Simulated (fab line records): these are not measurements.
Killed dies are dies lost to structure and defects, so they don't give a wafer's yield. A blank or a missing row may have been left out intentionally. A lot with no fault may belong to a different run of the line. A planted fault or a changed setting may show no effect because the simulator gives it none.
The tool behind it: which one? | flow nand_harc | Sampling: 11 lots, 31 wafers, 5 of 1302 route steps

WHAT THE GAUGES READ, wafer by wafer
NHARC_END_SORT_01.
lot  | measured     | on        | killed_at_array | killed_at_other | killed_at_periphery | killed_dies | killed_open | killed_short
L958 | day 24 18:32 | prober-01 | 55 37 34        | 1 1 3           | 6 2 3               | 62 40 40    | 4 1 4       | 0 2 4
L959 | day 25 06:49 | prober-01 | 77 64 72        | 0 1 0           | 3 8 5               | 80 73 77    | 3 5 3       | 2 4 2
L961 | day 26 03:16 | prober-02 | 70 70 72        | 1 1 1           | 1 4 4               | 72 75 77    | 4 9 10      | 5 1 2
L963 | day 27 04:20 | prober-02 | 54 76 57        | 0 0 0           | 4 2 3               | 58 78 60    | 3 6 6       | 0 3 2
L968 | day 29 19:32 | prober-01 | 315 34          | 1 0             | 4 9                 | 320 43      | 8 7         | 3 6
L971 | day 30 15:33 | prober-02 | 325 74          | 1 0             | 0 4                 | 326 78      | 1 4         | 0 3
L976 | day 33 15:43 | prober-02 | 42 44 42        | 0 2 4           | 1 1 3               | 43 47 49    | 3 6 3       | 0 2 3
L977 | day 33 15:41 | prober-01 | 52 73 62        | 1 2 3           | 16 11 6             | 69 86 71    | 4 3 3       | 2 5 2
L978 | day 33 23:29 | prober-01 | 11 23 13        | 3 2 0           | 3 6 2               | 17 31 15    | 3 3 5       | 2 1 3
L979 | day 34 13:46 | prober-02 | 29 33 28        | 0 1 2           | 2 3 4               | 31 37 34    | 2 4 3       | 1 3 2
L980 | day 34 13:02 | prober-01 | 54 64 59        | 0 0 1           | 4 7 2               | 58 71 62    | 6 7 2       | 3 2 2

TOOL THAT RAN EACH LOT (tool first, then ch and the chambers of the sampled wafers, then the start)
lot  | NHARC_A_CONTACT_STRIP_82                      | NHARC_A_CONTACT_ETCH_89            | NHARC_A_CONTACT_ETCH_30                       | NHARC_A_CONTACT_ETCH_98
L958 | rie_diel-07 ch 0,1,2, day 22 17:12 or earlier | rie_diel-07 ch 0,2,3, day 22 17:12 | rie_diel-07 ch 0,1,3, day 24 18:32 or earlier | rie_diel-09 ch 0,2,3, day 24 18:32 or earlier
L959 | rie_diel-09 ch 0,3, day 23 05:40 or earlier   | rie_diel-07 ch 1,2,3, day 23 05:40 | rie_diel-07 ch 0,1, day 25 06:49 or earlier   | rie_diel-07 ch 1,2,3, day 25 06:49 or earlier
L961 | rie_diel-04 ch 0,2,3, day 24 01:34 or earlier | rie_diel-09 ch 1,2,3, day 24 01:34 | rie_diel-09 ch 0,2,3, day 26 03:16 or earlier | rie_diel-09 ch 0,1,3, day 26 03:16 or earlier
L963 | rie_diel-07 ch 0,1,3, day 24 22:52 or earlier | rie_diel-09 ch 2,3, day 24 22:52   | rie_diel-09 ch 1,2,3, day 27 04:20 or earlier | rie_diel-09 ch 1,2,3, day 27 04:20 or earlier
L968 | rie_diel-09 ch 1,3, day 27 15:23 or earlier   | rie_diel-09 ch 1,2, day 27 15:23   | rie_diel-09 ch 2,3, day 27 18:28 or earlier   | rie_diel-07 ch 2,3, day 27 18:28
L971 | rie_diel-09 ch 0,1, day 28 06:42 or earlier   | rie_diel-09 ch 0,1, day 28 06:42   | rie_diel-09 ch 2,3, day 30 15:33 or earlier   | rie_diel-04 ch 1,2, day 30 15:33 or earlier
L976 | rie_diel-04 ch 1,3, day 31 09:53 or earlier   | rie_diel-04 ch 0,1,2, day 31 09:53 | rie_diel-04 ch 1,3, day 33 15:43 or earlier   | rie_diel-09 ch 1,2, day 33 15:43 or earlier
L977 | rie_diel-09 ch 0,1,3, day 31 10:52 or earlier | rie_diel-09 ch 0,2,3, day 31 10:52 | rie_diel-09 ch 0,1,3, day 33 15:41 or earlier | rie_diel-04 ch 1,2,3, day 33 15:41 or earlier
L978 | rie_diel-09 ch 0,1,2, day 31 11:57 or earlier | rie_diel-04 ch 0,1,3, day 31 11:57 | rie_diel-04 ch 0,2, day 33 23:29 or earlier   | rie_diel-07 ch 0,2, day 33 23:29 or earlier
L979 | rie_diel-07 ch 0,2,3, day 32 07:55 or earlier | rie_diel-09 ch 2,3, day 32 07:55   | rie_diel-09 ch 0,1,2, day 34 13:46 or earlier | rie_diel-09 ch 1,2, day 34 13:46 or earlier
L980 | rie_diel-07 ch 0,2,3, day 32 09:26 or earlier | rie_diel-09 ch 0,1, day 32 09:26   | rie_diel-09 ch 0,2,3, day 34 13:02 or earlier | rie_diel-04 ch 0,1,2, day 34 13:02 or earlier
- NHARC_A_CONTACT_STRIP_82: strips in O2.
- NHARC_A_CONTACT_ETCH_89: etches the open film in N2/H2, target depth 260 nm, time 475.3 s.
- NHARC_A_CONTACT_ETCH_30: etches the open film in CF4/CHF3, target depth 72.6 nm, time 36.3 s.
- NHARC_A_CONTACT_ETCH_98: etches the open film in C4F6/O2, target depth 20 nm, time 10 s.

WHAT THE TOOLS THEMSELVES READ (means of the sampled wafers that have a number; where no wafer has one, the mark that the record gives instead)
NHARC_A_CONTACT_STRIP_82.
lot  | tool        | drypump_motor_current_A (A) | oes_product_au (a.u.) | rf_vpp_V (V) | showerhead_plenum_p_Torr (Torr) | throttle_valve_pct (%)
L958 | rie_diel-07 | 6.2                         | 1.000                 | 58.7         | 3.61                            | 17.043
L959 | rie_diel-09 | 5.8                         | 0.999                 | 58.6         | 3.60                            | 17.035
L961 | rie_diel-04 | 6.2                         | 0.999                 | 57.2         | 3.54                            | 17.033
L963 | rie_diel-07 | 5.7                         | 0.997                 | 58.2         | 3.56                            | 17.039
L968 | rie_diel-09 | 6.2                         | 1.000                 | 57.5         | 3.57                            | 17.036
L971 | rie_diel-09 | 6.0                         | 0.990                 | 56.9         | 3.40                            | 17.034
L976 | rie_diel-04 | 6.3                         | 1.000                 | 57.9         | 3.44                            | 17.043
L977 | rie_diel-09 | 6.0                         | 0.999                 | 57.7         | 3.50                            | 17.042
L978 | rie_diel-09 | 6.0                         | 1.002                 | 57.4         | 3.37                            | 17.033
L979 | rie_diel-07 | 5.9                         | 1.008                 | 57.5         | 3.47                            | 17.032
L980 | rie_diel-07 | 5.9                         | 1.001                 | 57.4         | 3.47                            | 17.036

NHARC_A_CONTACT_ETCH_89.
lot  | tool        | bias_w (W) | drypump_motor_current_A (A) | oes_product_au (a.u.) | rf_vpp_V (V) | showerhead_plenum_p_Torr (Torr) | throttle_valve_pct (%)
L958 | rie_diel-07 | 150.3      | 5.9                         | 1.004                 | 430.2        | 2.02                            | 14.167
L959 | rie_diel-07 | 150.1      | 5.9                         | 1.003                 | 430.5        | 2.06                            | 14.165
L961 | rie_diel-09 | 149.9      | 6.1                         | 1.005                 | 429.8        | 2.02                            | 14.182
L963 | rie_diel-09 | 149.7      | 5.8                         | 1.003                 | 429.2        | 1.99                            | 14.172
L968 | rie_diel-09 | 150.3      | 6.2                         | 0.914                 | 427.8        | 1.94                            | 14.178
L971 | rie_diel-09 | 150.3      | 6.0                         | 0.916                 | 428.4        | 1.96                            | 14.168
L976 | rie_diel-04 | 149.9      | 6.4                         | 1.000                 | 431.9        | 2.06                            | 14.166
L977 | rie_diel-09 | 149.9      | 5.8                         | 1.005                 | 429.4        | 2.00                            | 14.176
L978 | rie_diel-04 | 149.9      | 6.2                         | 1.001                 | 431.1        | 2.07                            | 14.168
L979 | rie_diel-09 | 150.3      | 5.8                         | 0.994                 | 431.4        | 2.06                            | 14.180
L980 | rie_diel-09 | 150.2      | 6.2                         | 1.009                 | 428.7        | 1.96                            | 14.168

NHARC_A_CONTACT_ETCH_30.
lot  | tool        | bias_w (W) | drypump_motor_current_A (A) | oes_product_au (a.u.) | rf_vpp_V (V) | showerhead_plenum_p_Torr (Torr) | throttle_valve_pct (%)
L958 | rie_diel-07 | 199.6      | 5.8                         | 0.927                 | 371.0        | 1.59                            | 16.802
L959 | rie_diel-07 | 200.2      | 6.1                         | 0.926                 | 372.3        | 1.62                            | 16.799
L961 | rie_diel-09 | 200.0      | 5.7                         | 0.953                 | 369.1        | 1.55                            | 16.809
L963 | rie_diel-09 | 199.7      | 6.1                         | 0.969                 | 369.7        | 1.56                            | 16.809
L968 | rie_diel-09 | 200.5      | 5.9                         | 0.930                 | 370.1        | 1.56                            | 16.802
L971 | rie_diel-09 | 200.4      | 5.8                         | 0.925                 | 370.5        | 1.56                            | 16.803
L976 | rie_diel-04 | 200.3      | 6.3                         | 0.925                 | 369.4        | 1.54                            | 16.799
L977 | rie_diel-09 | 200.7      | 6.0                         | 0.930                 | 370.6        | 1.56                            | 16.795
L978 | rie_diel-04 | 200.2      | 6.2                         | 0.954                 | 369.8        | 1.56                            | 16.805
L979 | rie_diel-09 | 200.4      | 6.0                         | 0.976                 | 368.0        | 1.50                            | 16.805
L980 | rie_diel-09 | 199.9      | 5.7                         | 0.975                 | 368.4        | 1.54                            | 16.803

NHARC_A_CONTACT_ETCH_98.
lot  | tool        | bias_w (W) | drypump_motor_current_A (A) | oes_product_au (a.u.) | rf_vpp_V (V) | showerhead_plenum_p_Torr (Torr) | throttle_valve_pct (%)
L958 | rie_diel-09 | 499.8      | 5.8                         | 0.940                 | 546          | 3.86                            | 26.901
L959 | rie_diel-07 | 497.8      | 5.9                         | 0.960                 | 547          | 3.95                            | 26.905
L961 | rie_diel-09 | 500.1      | 6.0                         | 0.943                 | 547          | 3.90                            | 26.901
L963 | rie_diel-09 | 500.1      | 6.1                         | 0.964                 | 547          | 3.88                            | 26.908
L968 | rie_diel-07 | 501.0      | 5.8                         | 0.978                 | 545          | 3.83                            | 26.894
L971 | rie_diel-04 | 499.1      | 6.6                         | 0.944                 | 545          | 3.87                            | 26.912
L976 | rie_diel-09 | 499.0      | 6.0                         | 0.965                 | 544          | 3.74                            | 26.898
L977 | rie_diel-04 | 500.8      | 6.4                         | 0.965                 | 545          | 3.82                            | 26.908
L978 | rie_diel-07 | 498.5      | 6.3                         | 0.946                 | 547          | 3.90                            | 26.906
L979 | rie_diel-09 | 499.9      | 6.3                         | 0.951                 | 544          | 3.77                            | 26.906
L980 | rie_diel-04 | 499.8      | 6.4                         | 0.959                 | 548          | 3.96                            | 26.908

THE ANSWER, worked out from the rows above alone
Rule: usual is defined by the lots themselves. The widest of any qualifying gaps counts: lots, ordered by their means at a reading, are off when they make up no more than a third of the lots, leave a main group of 4 or more, and stand apart from it by 3 or more times the standard deviation of that group's means. A main group is skipped when, at the precision printed for the reading in the tables above, its means are all equal. A lot without any number at a reading at which 4 lots or more have one is off too. Where the step has rows for the other lots, those lots are counted as sound. After the gauges, taken in route order, come the tools' own readings; for these a lot's mean is taken, as printed above. At the first step where some lot is off, the reading lying furthest off is the one used; lots without a number count as furthest.
Off: L968, L971 (NHARC_END_SORT_01, killed_at_array). For the main group the mean is 51 and the standard deviation 18.
A tool fits if, at a process step before that reading, it ran every lot that is off, and no sound lot after the first of them. Not tried: the gauges at NHARC_END_SORT_01; whatever is off there is also off at NHARC_A_CONTACT_ETCH_89, on other tools, and gauge error can't account for it. Because NHARC_A_CONTACT_STRIP_82 lacks a start for some lots, the hours and order of its lots are taken from NHARC_A_CONTACT_ETCH_89. Because NHARC_A_CONTACT_ETCH_30 lacks a start for some lots, the hours and order of its lots are taken from NHARC_END_SORT_01. Because NHARC_A_CONTACT_ETCH_98 lacks a start for some lots, the hours and order of its lots are taken from NHARC_END_SORT_01. No candidate that was tried fits.

WHAT THE SIMULATOR HAD PUT IN
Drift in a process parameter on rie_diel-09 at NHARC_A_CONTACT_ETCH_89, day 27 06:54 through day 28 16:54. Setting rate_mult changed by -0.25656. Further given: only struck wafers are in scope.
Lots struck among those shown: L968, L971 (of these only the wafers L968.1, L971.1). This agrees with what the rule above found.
